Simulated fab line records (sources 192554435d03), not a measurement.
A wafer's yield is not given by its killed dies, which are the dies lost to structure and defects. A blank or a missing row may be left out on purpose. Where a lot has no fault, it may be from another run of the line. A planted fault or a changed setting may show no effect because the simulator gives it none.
fab line records | flow n5Finfet
[record] lots = 6 wafers = 18 lastDay = 17
route steps=1938 shown MOL_CONTACT_COAG@547 BEOL_M4@1111 PASSIVATION@1936
lots with no fault: from the same line, run without faults
startH: hours from the record's first day to the start of the lot's first wafer shown | waitH: hours since the lot's step before | " same as the row above | L1.1+2: a single row standing in for several wafers | - no value, or no start was given | * or withheld: withheld | < > ~ a bound
route shown NAME@n: names a module that has steps shown in the file, with the first one's number in the route | usual: average and standard deviation across the fault-free wafers | same: alike in all rows | chamber/n: place in a boat | sites: the reading at each site | _std_site: standard deviation across them | _edge_site: mean of outer sites minus mean of inner sites | radiusMm: for every site, how far away it sits from the centre of the wafer | mask NAME#n: copy n | behind: tool/chamber where the wafer was last shaped | hold: reason for holding the lot/hours on hold/outcome of the hold | device: the n, p or np transistor that did not switch | end of line: tests run on the same wafers once the route is complete | a step with no rows: only its recipe | killed: not the wafer's yield, but the dies lost to structure and defects at the first sort | map: shows each die of a wafer: x if killed, . if not, _ if none is there
set.NAME: the setting as run; set.NAME@STEP: as run at that earlier step | model.NAME: the simulator's own value behind a step, which no gauge read
certain route steps with their lots: each step a table, each wafer a row
services: when a tool's chamber went out of use (startH, in hours from the record's first day, below 0 if earlier), for how many hours, and the reason
[[steps]]
[step N5_MOL_CONTACT_COAG_SPUTTER_143]
[recipe] material = Co targetThkA = 25 tempC = 25 chamberPressurePa = 0.2
[step N5_MOL_CONTACT_COAG_CO_FILL_22]
[recipe] material = Co targetThkA = 200 tempC = 200 precursor = CCTBA/H2 pressureTorr = 30
[usual] heaterPowerW = 222/20
// columns lot.wafer tool chamber startH waitH heaterPowerW
L109.2 cvdCo-02 0 91.76 0.1 190
L109.3 " 2 " " 239
L109.5 " 2 " " 235
L111.2 cvdCo-02 2 105.39 0.1 235
L111.4 " 0 " " 193
L111.6 " 2 " " 234
L115.1 cvdCo-02 0 128.77 0.1 192
L115.3 " 1 " " 234
L115.6 " 1 " " 227
L117.2 cvdCo-02 1 138.40 0.1 240
L117.3 " 0 " " 186
L117.5 " 2 " " 236
L122.3 cvdCo-02 1 169.26 0.1 232
L122.4 " 1 " " 236
L122.6 " 2 " " 234
L132.1 cvdCo-02 1 227.83 0.1 232
L132.3 " 2 " " 238
L132.6 " 1 " " 227
[step N5_MOL_CONTACT_COAG_ANNEAL_113]
[recipe] tempC = 400 timeS = 300 ambient = H2/N2
[usual] lampPowerPct = 2.54/0.18 wafer_temp_C_max = 402.0/0.42
// columns lot.wafer tool chamber startH waitH lampPowerPct wafer_temp_C_max
L109.2 rtpAnneal-01 0 92.53 0.5 2.38 402.0
L109.3 " 0 " " 2.38 402.0
L109.5 " 0 " " 2.37 401.2
L111.2 rtpAnneal-01 0 106.16 0.5 2.38 402.1
L111.4 " 0 " " 2.38 402.0
L111.6 " 0 " " 2.38 402.7
L115.1 rtpAnneal-01 0 129.38 0.3 2.38 402.1
L115.3 " 0 " " 2.37 401.8
L115.6 " 0 " " 2.38 401.3
L117.2 rtpAnneal-01 0 139.23 0.5 2.38 401.4
L117.3 " 0 " " 2.38 401.6
L117.5 " 0 " " 2.38 401.6
L122.3 rtpAnneal-02 0 170.18 0.6 2.74 402.1
L122.4 " 0 " " 2.74 402.2
L122.6 " 0 " " 2.74 401.6
L132.1 rtpAnneal-02 0 228.46 0.3 2.74 402.1
L132.3 " 0 " " 2.74 402.6
L132.6 " 0 " " 2.74 402.3
[step N5_MOL_CONTACT_COAG_PRE_CLEAN_142]
[recipe] gas = H2/He timeS = 60 tempC = 300
[usual] heaterPowerW = 435/47
// columns lot.wafer tool chamber startH waitH heaterPowerW
L109.2 pvdSputter-01 - 94.18 1.5 487
L109.3 " - " " 425
L109.5 " - " " 390
L111.2 pvdSputter-02 - 107.12 0.8 540
L111.4 " - " " 387
L111.6 " - " " 405
L115.1 pvdSputter-01 - 130.32 0.8 497
L115.3 " - " " 397
L115.6 " - " " 486
L117.2 pvdSputter-01 - 140.85 1.5 390
L117.3 " - " " 431
L117.5 " - " " 496
L122.3 pvdSputter-03 - 172.56 2.2 490
L122.4 " - " " 449
L122.6 " - " " 427
L132.1 pvdSputter-02 - 230.21 1.6 391
L132.3 " - " " 433
L132.6 " - " " 417
[step N5_MOL_CONTACT_COAG_SPUTTER_130]
[recipe] material = Co targetThkA = 475 tempC = 25 chamberPressurePa = 0.5 powerW = 3000
[usual] throttleValvePct = 30.1/0.64
// columns lot.wafer tool chamber startH waitH throttleValvePct
L109.2 pvdSputter-01 - 94.24 0.0 30.6
L109.3 " - " " 29.7
L109.5 " - " " 30.2
L111.2 pvdSputter-02 - 107.18 0.0 29.3
L111.4 " - " " 29.0
L111.6 " - " " 31.1
L115.1 pvdSputter-01 - 130.38 0.0 30.7
L115.3 " - " " 30.3
L115.6 " - " " 30.7
L117.2 pvdSputter-01 - 140.91 0.0 30.2
L117.3 " - " " 29.8
L117.5 " - " " 30.6
L122.3 pvdSputter-03 - 172.62 0.0 29.3
L122.4 " - " " 31.0
L122.6 " - " " 30.6
L132.1 pvdSputter-02 - 230.27 0.0 29.2
L132.3 " - " " 30.5
L132.6 " - " " 31.4
[step N5_MOL_CONTACT_COAG_PRECLEAN_125]
[recipe] chemistry = DIW timeS = 57.5 tempC = 23
[step N5_MOL_CONTACT_COAG_SRD_126]
[recipe] dryTimeS = 32 dry = n2Spin spinRpm = 1500
[step N5_MOL_CONTACT_COAG_CMP_23]
[recipe] stopOn = SiO2 tOverpolishS = 1.5 postCmpClean = cuAlkaline downForcePsi = 2 platenRpm = 50.289 padVelocityMS = 1.0006 targetThkNm = 0
[usual] motorCurrentA = 8.2/0.78 overpolishRunS = 1.501/0.0095 slurryFilterDpKPa = 13.50/0.13 timeToEndpointS = 9.8/2.5
// columns lot.wafer tool chamber startH waitH motorCurrentA overpolishRunS slurryFilterDpKPa timeToEndpointS
L109.3 cmp-04 3 94.42 0.0 7.4 1.493 13.42 10.6
L109.2 " 2 " " 8.1 1.513 13.46 9.3
L109.5 " 3 " " 7.4 1.505 13.49 11.3
L111.4 cmp-03 0 107.36 0.0 8.8 1.503 13.50 8.6
L111.2 " 3 " " 8.1 1.516 13.48 9.0
L111.6 " 1 " " 7.9 1.505 13.36 6.1
L115.1 cmp-02 0 130.61 0.1 8.9 1.490 13.69 11.4
L115.3 " 2 " " 10.0 1.488 13.45 15.0
L115.6 " 0 " " 8.9 1.507 13.44 10.7
L117.2 cmp-04 0 141.17 0.1 8.0 1.503 13.74 5.4
L117.3 " 1 " " 7.7 1.506 13.37 8.5
L117.5 " 2 " " 8.2 1.500 13.59 5.6
L122.4 cmp-02 1 172.88 0.1 8.5 1.497 13.69 10.3
L122.3 " 2 " " 9.7 1.480 13.47 11.4
L122.6 " 3 " " 7.1 1.490 13.34 7.9
L132.3 cmp-04 2 230.52 0.1 8.2 1.518 13.68 7.2
L132.1 " 3 " " 7.5 1.497 13.31 8.9
L132.6 " 0 " " 7.5 1.503 13.56 9.9
[step N5_MOL_CONTACT_COAG_WET_ETCH_26]
[recipe] target = Co targetDepthNm = 13
[step N5_MOL_CONTACT_COAG_WET_ETCH_116]
[recipe] chemistry = SC1-inhibited targetDepthNm = 4.6 dry = ipaMarangoni rinseTimeS = 30 rinseTempC = 23
[step N5_MOL_CONTACT_COAG_ALD_27]
[recipe] material = SiOC targetThkA = 170 tempC = 400 aldPrecursorFamily = carbosiloxane aldCoReactant = H2-plasma pulseTimeS = 1.5 timeS = 2720 purgeTimeS = 2 coReactantPurgeTimeS = 2 aldCycles = 340 pressureTorr = 2
[usual] heaterPowerW = 838/140 precursorPulseHeightRel = 1.000/0.018 runLengthS = 2770.2/0.57 timeS = 2720/0
// columns lot.wafer tool chamber startH waitH heaterPowerW precursorPulseHeightRel runLengthS timeS model.SiOC_of_MOL_CONTACT_COAG_ALD_27.thkNm
L109.2 aldSin-01 1 95.28 0.0 671 0.978 2769.9 2720 17
L109.3 " 2 " " 999 1.032 2770.2 2720 17
L109.5 " 0 " " 790 1.001 2770.8 2720 17
L111.2 aldSin-03 3 108.18 0.0 902 1.002 2769.6 2720 17.2
L111.4 " 0 " " 679 0.994 2770.5 2720 17
L111.6 " 0 " " 662 1.007 2771.2 2720 17
L115.1 aldSin-01 3 131.39 0.0 875 1.013 2770.4 2720 17.2
L115.3 " 0 " " 777 1.017 2386.1 2335.4 14.6
L115.6 " 0 " " 786 0.994 2386.1 2335.4 14.6
L117.2 aldSin-01 0 141.91 0.0 793 1.009 2386.6 2335.4 14.6
L117.3 " 3 " " 894 0.999 2770.3 2720 17
L117.5 " 1 " " 682 0.997 2769.6 2720 17
L122.3 aldSin-03 0 173.62 0.0 683 0.993 2771.1 2720 17
L122.4 " 1 " " 1140 1.033 2770.4 2720 17
L122.6 " 3 " " 895 1.043 2769.4 2720 17
L132.1 aldSin-03 2 231.27 0.0 941 0.977 2769.9 2720 17.2
L132.3 " 0 " " 667 1.008 2770.9 2720 17
L132.6 " 3 " " 857 0.992 2769.8 2720 17
[step N5_MOL_CONTACT_COAG_CMP_28]
[recipe] stopOn = SiNx tOverpolishS = 0.85 postCmpClean = alkalineBrush downForcePsi = 4.15 platenRpm = 51.8 padVelocityMS = 1.0307 targetThkNm = 14.522
[step N5_BEOL_M4_RC_MEAS_101]
[usual] DIBL_N = 36.8/1.5 DIBL_P = 37.1/2.1 IOFF_N = 0.168/0.03 IOFF_P = 0.22/0.034 ION_N = 679/12 ION_P = 466/8 SS_N = 71.7/0.58 SS_P = 73.5/0.67 VT_N = 248.8/2.7 VT_P = -250/3.3
// columns lot.wafer tool chamber startH waitH DIBL_N[mV/V] DIBL_P[mV/V] IOFF_N[nA/um] IOFF_P[nA/um] ION_N[uA/um] ION_P[uA/um] SS_N[mV/dec] SS_P[mV/dec] VT_N[mV] VT_P[mV]
L109.2 prober-02 0 156.34 0.2 39.0 41.5 0.232 0.27 691 472 72.5 74.0 243.9 -248
L109.3 " 0 " " 35.3 36.0 0.143 0.18 669 458 71.6 72.6 251.6 -250
L109.5 " 0 " " 37.3 38.1 0.174 0.21 676 461 71.7 73.1 246.4 -250
L111.2 prober-01 0 181.64 0.2 38.3 38.9 0.182 0.25 690 470 71.7 73.5 243.2 -247
L111.4 " 0 " " 35.0 34.0 0.110 0.17 651 459 71.0 71.8 250.6 -253
L111.6 " 0 " " 36.2 35.3 0.132 0.18 668 463 70.8 72.6 251.6 -251
L115.1 prober-01 0 197.91 0.0 34.8 37.5 0.160 0.23 683 468 71.2 73.8 247.8 -247
L115.3 " 0 " " 35.2 37.3 0.163 0.22 679 467 72.0 73.1 249.1 -250
L115.6 " 0 " " 34.2 36.1 0.150 0.20 678 463 71.3 73.5 248.1 -250
L117.2 prober-02 0 212.14 0.2 34.8 35.9 0.152 0.19 688 467 71.1 73.3 249.8 -251
L117.3 " 0 " " 38.1 39.1 0.217 0.24 690 470 72.6 73.7 248.9 -250
L117.5 " 0 " " 34.6 36.0 0.149 0.19 682 468 71.4 73.6 248.1 -252
L122.3 prober-02 0 242.43 0.3 35.3 34.2 0.149 0.21 673 464 71.8 72.7 248.9 -249
L122.4 " 0 " " 35.9 35.8 0.159 0.23 668 469 71.9 73.7 250.9 -249
L122.6 " 0 " " 36.5 35.2 0.171 0.22 677 461 71.6 73.3 247.4 -247
L132.1 prober-01 0 314.51 0.0 36.6 37.8 0.161 0.24 677 472 71.6 73.3 247.9 -245
L132.3 " 0 " " 37.6 37.9 0.165 0.24 670 466 71.9 74.0 251.3 -247
L132.6 " 0 " " 36.5 36.5 0.147 0.22 673 466 71.4 73.2 250.9 -251
[step N5_PASSIVATION_PROBE_49]
[usual] defectLimitedYield = 91.0/1.5 killed_at_M0_to_M3 = 34/11 killed_at_M4_up = 14/5.3 killedAtContacts = 13/7 killedAtFrontEnd = 41/13 killedAtOther = 4/3.1 killedDies = 106/17 killedOpen = 70/12 killedShort = 35/8 sort_bin_4_leakage = 0.00/0.007 sort_bin_5_function = 5.2/0.98 sort_bin_6_memory = 3.4/0.69 sortNPass = 1074/17 sortYieldPct = 91.0/1.5
[same] grossDies = 1180 killedAtBackSide = 0 sort_bin_8_speed[%] = 0
// columns lot.wafer tool chamber startH waitH defectLimitedYield[%] killed_at_M0_to_M3 killed_at_M4_up killedAtContacts killedAtFrontEnd killedAtOther killedDies killedOpen killedShort sort_bin_4_leakage[%] sort_bin_5_function[%] sort_bin_6_memory[%] sortNPass sortYieldPct[%]
L111.2 prober-01 - 287.08 0.2 85.3 46 20 28 72 8 174 106 66 0 8.1 5.8 1006 85.3
L111.4 prober-01 - 287.18 0.3 91.3 42 7 13 39 2 103 65 38 0 5.2 3.3 1077 91.3
L111.6 prober-01 - 287.28 0.4 89.2 43 15 23 42 5 128 86 42 0 6.9 3.7 1052 89.2
L117.2 prober-02 - 307.95 0.1 92.4 32 15 17 24 2 90 69 20 0 5.0 2.4 1090 92.4
L117.3 prober-02 - 308.00 0.1 91.8 31 12 23 30 1 97 63 28 0 4.3 3.3 1083 91.8
L117.5 prober-02 - 308.10 0.2 91.6 24 13 31 30 1 99 67 29 0 5.4 2.6 1081 91.6
L122.3 prober-02 - 342.01 0.1 91.5 34 11 5 43 7 100 64 36 0 4.8 3.4 1080 91.5
L122.4 prober-02 - 342.06 0.2 88.8 39 19 5 49 20 132 89 42 0 5.5 5.3 1048 88.8
L122.6 prober-02 - 342.16 0.3 90.3 31 14 17 47 5 114 76 34 0 5.3 3.9 1066 90.3
L132.1 prober-02 - 409.81 0.0 93.4 22 9 11 34 2 78 56 22 0 4.2 2.2 1102 93.4
L132.3 prober-02 - 409.91 0.1 90.8 52 12 4 39 1 108 72 35 0 5.0 3.8 1072 90.8
L132.6 prober-02 - 410.06 0.3 91.6 29 17 10 42 1 99 69 30 0 4.2 4.0 1081 91.6
// killed by level:class
L111.2 MOL_CONTACT_COAG:geometricParticle:open=21 FIN_SAQP:geometricParticle:short=16 BEOL_M4:geometricParticle:open=14 BEOL_M0_SAQP:geometricParticle:open=12 STI_FIN_REVEAL:geometricParticle:open=11 GATE_CUT:geometricParticle:short=10 BEOL_M0_SAQP:geometricParticle:short=9 FIN_SAQP:geometricParticle:open=8
L111.4 BEOL_M2:geometricParticle:open=12 MOL_CONTACT_COAG:geometricParticle:open=11 STI_FIN_REVEAL:geometricParticle:open=10 GATE_CUT:geometricParticle:short=7 BEOL_M1:geometricParticle:open=7 FIN_SAQP:geometricParticle:short=6 BEOL_M0_SAQP:geometricParticle:short=5 BEOL_M1:geometricParticle:short=5
L111.6 MOL_CONTACT_COAG:geometricParticle:open=17 STI_FIN_REVEAL:geometricParticle:open=13 FIN_SAQP:geometricParticle:open=10 BEOL_M0_SAQP:geometricParticle:open=9 BEOL_M4:geometricParticle:open=8 BEOL_M0_SAQP:geometricParticle:short=7 BEOL_M1:geometricParticle:open=7 BEOL_M2:geometricParticle:open=7
L117.2 MOL_CONTACT_COAG:geometricParticle:open=13 BEOL_M1:geometricParticle:open=13 BEOL_M4:geometricParticle:open=9 FIN_SAQP:geometricParticle:open=5 BEOL_M3:geometricParticle:open=5 STI_FIN_REVEAL:geometricParticle:open=4 ILD0:geometricParticle:open=4 MOL_CONTACT_COAG:geometricParticle:short=4
L117.3 MOL_CONTACT_COAG:geometricParticle:open=23 BEOL_M0_SAQP:geometricParticle:open=8 GATE_CUT:geometricParticle:short=7 BEOL_M0_SAQP:geometricParticle:short=6 BEOL_M2:geometricParticle:open=5 BEOL_M0:geometricParticle:open=4 BEOL_M3:geometricParticle:open=4 STARTING-WAFER:geometricParticle:open=4
L117.5 MOL_CONTACT_COAG:geometricParticle:open=23 STI_FIN_REVEAL:geometricParticle:open=14 MOL_CONTACT_COAG:geometricParticle:short=8 BEOL_M0:geometricParticle:open=5 BEOL_M1:geometricParticle:open=5 STARTING-WAFER:geometricParticle:short=4 BEOL_M0_SAQP:geometricParticle:short=4 BEOL_M1:geometricParticle:short=4
L122.3 BEOL_M2:geometricParticle:open=9 GATE_CUT:geometricParticle:short=7 DUMMY_GATE:geometricParticle:open=5 BEOL_M3:geometricParticle:open=5 BEOL_M0_SAQP:geometricParticle:open=5 BEOL_M4:geometricParticle:open=5 STI_FIN_REVEAL:geometricParticle:open=4 ILD0:geometricParticle:open=4
L122.4 BEOL_M2:geometricParticle:open=16 FIN_SAQP:geometricParticle:short=11 FIN_SAQP:geometricParticle:open=9 BEOL_M1:geometricParticle:open=7 BEOL_M4:geometricParticle:open=7 DUMMY_GATE:geometricParticle:open=6 BEOL_M0_SAQP:geometricParticle:open=6 MIM_TOP:geometricParticle:open=6
L122.6 FIN_SAQP:geometricParticle:open=12 MOL_CONTACT_COAG:geometricParticle:open=10 FIN_SAQP:geometricParticle:short=9 STI_FIN_REVEAL:geometricParticle:open=7 DUMMY_GATE:geometricParticle:open=7 MOL_CONTACT_COAG:geometricParticle:short=7 BEOL_M1:geometricParticle:open=7 BEOL_M4:geometricParticle:open=6
L132.1 STI_FIN_REVEAL:geometricParticle:open=10 MOL_CONTACT_COAG:geometricParticle:open=9 BEOL_M2:geometricParticle:open=8 BEOL_M3:geometricParticle:open=8 FIN_SAQP:geometricParticle:short=7 FIN_SAQP:geometricParticle:open=6 BEOL_M4:geometricParticle:open=5 BEOL_M2:geometricParticle:short=3
L132.3 BEOL_M1:geometricParticle:open=13 BEOL_M3:geometricParticle:open=10 BEOL_M0_SAQP:geometricParticle:open=9 STI_FIN_REVEAL:geometricParticle:open=7 BEOL_M0_SAQP:geometricParticle:short=7 STARTING-WAFER:geometricParticle:open=6 FIN_SAQP:geometricParticle:open=5 FIN_SAQP:geometricParticle:short=4
L132.6 FIN_SAQP:geometricParticle:open=12 BEOL_M0_SAQP:geometricParticle:open=12 BEOL_M4:geometricParticle:open=12 FIN_SAQP:geometricParticle:short=10 MOL_CONTACT_COAG:geometricParticle:open=9 BEOL_M3:geometricParticle:open=6 BEOL_M0_SAQP:geometricParticle:short=5 STI_FIN_REVEAL:geometricParticle:open=4
[[services]]
// columns tool chamber startH hours kind
cmp-03 - 69.28 5.2 pm
cmp-04 - 79.04 5.5 pm
rtpAnneal-01 - 81.37 3.6 pm
aldSin-03 - 85.32 14.0 pm
aldSin-03 0 85.32 14.0 ventCycle
aldSin-03 1 85.32 14.0 ventCycle
aldSin-03 2 85.32 14.0 ventCycle
aldSin-03 3 85.32 14.0 ventCycle
aldSin-03 0 99.32 - clean
aldSin-03 1 99.32 - clean
aldSin-03 2 99.32 - clean
aldSin-03 3 99.32 - clean
cvdCo-02 - 106.21 1.4 repair
cmp-04 - 111.90 1.4 repair
cmp-02 - 123.18 4.0 pm
cmp-03 - 127.15 1.9 repair
cmp-02 - 127.18 - consumableReplace:conditioner
pvdSputter-02 - 153.89 1.6 repair
cmp-04 - 192.99 4.0 pm
cmp-04 - 196.99 - consumableReplace:conditioner
cmp-04 - 196.99 - consumableReplace:pad
cmp-03 - 203.68 0.3 repair
cmp-02 - 212.38 0.3 repair
cmp-04 - 221.33 1.1 repair
[[key]]
[firstSign] step = N5_MOL_CONTACT_COAG_ALD_27 reading = timeS direction = down sigmas = 99+ usual = * struck = *
[effect] step = N5_MOL_CONTACT_COAG_ALD_27 reading = runLengthS direction = down sigmas = 99+ usual = * struck = *
[modelEffect] step = N5_MOL_CONTACT_COAG_ALD_27 value = SiOC_of_MOL_CONTACT_COAG_ALD_27.thkNm without = 17 struck = 14.6
metAt N5_MOL_CONTACT_COAG_ALD_27
struckWafers L115.3,L115.6,L117.2
onsetBetween 95.28 131.39
[fault] kind = processParameterDrift tool = aldSin-01 chamber = 0 onsetH = 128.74 steps = N5_MOL_CONTACT_COAG_ALD_27 channel = timeS offset = * shape = step endH = 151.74 stated = *
